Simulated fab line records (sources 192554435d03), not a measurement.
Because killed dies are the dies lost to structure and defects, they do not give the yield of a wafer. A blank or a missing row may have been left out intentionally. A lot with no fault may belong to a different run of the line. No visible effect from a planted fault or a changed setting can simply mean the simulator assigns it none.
Chamber matching -- flow n5 finfet -- rie diel-06 running N5_BEOL_M3_DESCUM_16: 4 sister chambers
The step chemistry O2, time 7 s. 22 wafers are shown with their chamber, then 11 later ones without.

== WAFERS PAIRED WITH THEIR CHAMBERS ==
wafer,chamber,drypump motor current A (A),throttle valve pct (%),showerhead plenum p Torr (Torr)
L076.1,1,5.7,20.59,2.08
L076.2,0,5.2,20.17,2.02
L076.3,3,6.2,20.25,2.12
L076.4,2,6.0,20.48,2.06
L076.5,2,6.0,20.47,2.06
L076.6,1,5.7,20.58,2.08
L077.3,1,5.7,20.60,2.08
L077.4,3,6.2,20.26,2.12
L077.6,2,6.1,20.46,2.06
L080.4,3,6.1,20.25,2.12
L080.5,3,6.2,20.25,2.12
L080.6,0,5.2,20.19,2.02
L081.3,0,5.2,20.18,2.02
L081.5,1,5.7,20.62,2.08
L081.6,0,5.2,20.19,2.02
L085.1,2,6.0,20.50,2.05
L085.2,3,6.2,20.26,2.12
L085.3,1,5.7,20.64,2.07
L087.1,1,5.7,20.63,2.07
L087.3,0,5.2,20.20,2.01
L087.5,3,6.2,20.27,2.12
L089.1,2,6.0,20.51,2.05

SIGNATURES, as means of the wafers listed above
reading,chamber 0,chamber 1,chamber 2,chamber 3,scatter within a chamber
drypump motor current A,5.200,5.700,6.020,6.183,0.0301
throttle valve pct,20.1860,20.6100,20.4840,20.2567,0.0173
showerhead plenum p Torr,2.0180,2.0767,2.0560,2.1200,0.0043
Rule: for a wafer and a chamber, the distance is found by dividing, reading by reading, the gap between the wafer's reading and the chamber's mean by the reading's scatter, squaring, summing and taking the root. If the next closest chamber is less than 2 further off than the closest, the wafer can't be placed; otherwise it belongs to the closest. The scatter: take each reading less its chamber's mean, square it, sum over the shown wafers, divide by the number of wafers less the number of chambers, and take the root.

== WAFERS WITH NO CHAMBER GIVEN ==
wafer,drypump motor current A (A),throttle valve pct (%),showerhead plenum p Torr (Torr)
L089.5,5.7,20.64,2.07
L089.6,5.2,20.20,2.01
L091.1,6.2,20.29,2.11
L091.2,5.7,20.64,2.07
L091.4,6.0,20.53,2.05
L093.1,5.7,20.64,2.07
L093.3,6.2,20.29,2.11
L093.4,6.0,20.51,2.05
L096.3,5.2,20.24,2.01
L096.5,5.2,20.23,2.01
L096.6,6.2,20.32,2.11

== THE CHAMBER EACH PASSED THROUGH ==
wafer,from the rows above,in truth
L089.5,1,1
L089.6,0,0
L091.1,3,3
L091.2,1,1
L091.4,2,2
L093.1,1,1
L093.3,3,3
L093.4,2,2
L096.3,0,0
L096.5,0,0
L096.6,3,3
Correctly placed: 11 of 11. From these rows, 0 cannot be placed. 0 placed wrongly.
